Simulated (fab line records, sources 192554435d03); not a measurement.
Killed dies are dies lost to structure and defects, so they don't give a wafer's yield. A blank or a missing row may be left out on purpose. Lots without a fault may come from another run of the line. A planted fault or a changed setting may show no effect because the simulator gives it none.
Split-lot experiment | flow n5_finfet | 7 lots, 39 wafers read, on a route of 1938 steps

THE SPLIT
At N5_DUMMY_GATE_CVD_03 (deposits a-Si from SiH4, target thk 150 nm, time 8042 s), the setting temp_c was moved away from the recipe's 530 C on 24 of the 39 wafers read, by +3.9% to +4.3%. The other wafers ran this setting at the recipe's value.

The reading is taken at the split's own step.

THE READING
a-Si_of_DUMMY_GATE_CVD_03.thk_nm (the simulator's own value, which no gauge read), in nm, at N5_DUMMY_GATE_CVD_03 (deposits a-Si from SiH4, target thk 150 nm, time 8042 s). The file gives no usual value for it. The 15 wafers here that ran the recipe average 151.1 nm, standard deviation 0.89 nm.

wafer  | tool, chamber at the split | temp_c as run, C | against the recipe | a-Si_of_DUMMY_GATE_CVD_03.thk_nm, nm | against lot-mates on the recipe
L074.2 | lpcvd-01, 1/95             | 530              | recipe             | 150.6                                | -
L074.5 | lpcvd-01, 1/109            | 530              | recipe             | 151.4                                | -
L074.6 | lpcvd-01, 1/114            | 530              | recipe             | 153.2                                | -
L075.1 | -, -                       | 550.7            | +3.9%              | 267.4                                | no lot-mate on the recipe
L075.2 | -, -                       | 550.7            | +3.9%              | 267.6                                | no lot-mate on the recipe
L075.3 | -, -                       | 550.7            | +3.9%              | 266.2                                | no lot-mate on the recipe
L075.4 | -, -                       | 550.7            | +3.9%              | 267.2                                | no lot-mate on the recipe
L075.5 | -, -                       | 550.7            | +3.9%              | 267                                  | no lot-mate on the recipe
L075.6 | -, -                       | 550.7            | +3.9%              | 266.6                                | no lot-mate on the recipe
L079.1 | -, -                       | 552.9            | +4.3%              | 280.8                                | no lot-mate on the recipe
L079.2 | -, -                       | 552.9            | +4.3%              | 282                                  | no lot-mate on the recipe
L079.3 | -, -                       | 552.9            | +4.3%              | 280.4                                | no lot-mate on the recipe
L079.4 | -, -                       | 552.9            | +4.3%              | 280.6                                | no lot-mate on the recipe
L079.5 | -, -                       | 552.9            | +4.3%              | 280.6                                | no lot-mate on the recipe
L079.6 | -, -                       | 552.9            | +4.3%              | 280.2                                | no lot-mate on the recipe
L080.1 | -, -                       | 551.2            | +4.0%              | 267.2                                | no lot-mate on the recipe
L080.2 | -, -                       | 551.2            | +4.0%              | 268.6                                | no lot-mate on the recipe
L080.3 | -, -                       | 551.2            | +4.0%              | 267.6                                | no lot-mate on the recipe
L080.4 | -, -                       | 551.2            | +4.0%              | 269.8                                | no lot-mate on the recipe
L080.5 | -, -                       | 551.2            | +4.0%              | 268.4                                | no lot-mate on the recipe
L080.6 | -, -                       | 551.2            | +4.0%              | 267.4                                | no lot-mate on the recipe
L082.1 | -, -                       | 551.8            | +4.1%              | 272.6                                | no lot-mate on the recipe
L082.2 | -, -                       | 551.8            | +4.1%              | 272.8                                | no lot-mate on the recipe
L082.3 | -, -                       | 551.8            | +4.1%              | 270.8                                | no lot-mate on the recipe
L082.5 | -, -                       | 551.8            | +4.1%              | 270.8                                | no lot-mate on the recipe
L082.4 | -, -                       | 551.8            | +4.1%              | 272.2                                | no lot-mate on the recipe
L082.6 | -, -                       | 551.8            | +4.1%              | 269.8                                | no lot-mate on the recipe
L087.1 | -, -                       | 530              | recipe             | 151.6                                | -
L087.2 | -, -                       | 530              | recipe             | 150.4                                | -
L087.3 | -, -                       | 530              | recipe             | 151.4                                | -
L087.6 | -, -                       | 530              | recipe             | 151.4                                | -
L087.4 | -, -                       | 530              | recipe             | 151.8                                | -
L087.5 | -, -                       | 530              | recipe             | 150.8                                | -
L095.1 | -, -                       | 530              | recipe             | 149.6                                | -
L095.6 | -, -                       | 530              | recipe             | 149.6                                | -
L095.2 | -, -                       | 530              | recipe             | 150.6                                | -
L095.3 | -, -                       | 530              | recipe             | 151.6                                | -
L095.4 | -, -                       | 530              | recipe             | 151.4                                | -
L095.5 | -, -                       | 530              | recipe             | 150.4                                | -

THE FIT
A straight line over all 39 wafers: a-Si_of_DUMMY_GATE_CVD_03.thk_nm changes by +29.6 nm for each +1% of temp_c; r = +1.00; the points scatter about the line by 1.4 nm.
Too few moved wafers have a lot-mate on the recipe to fit a line with each lot's own level taken away.

THE WHOLE CHAIN: every reading that the file lists as answering this split, in the file's order
step                 | what it does                                            | reading                                                                           | change (the file's fit)              | r (the file's)
N5_DUMMY_GATE_CVD_03 | deposits a-Si from SiH4, target thk 150 nm, time 8042 s | a-Si_of_DUMMY_GATE_CVD_03.thk_nm (the simulator's own value, which no gauge read) | +29.6 nm for each +1% of the setting | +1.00
N5_DUMMY_GATE_CMP_04 | polishes a-Si                                           | time_to_endpoint_s                                                                | withheld for each +1% of the setting | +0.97

THE FILE'S OWN FIT
a-Si_of_DUMMY_GATE_CVD_03.thk_nm changes by +29.6 nm for each +1% of temp_c, r = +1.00.
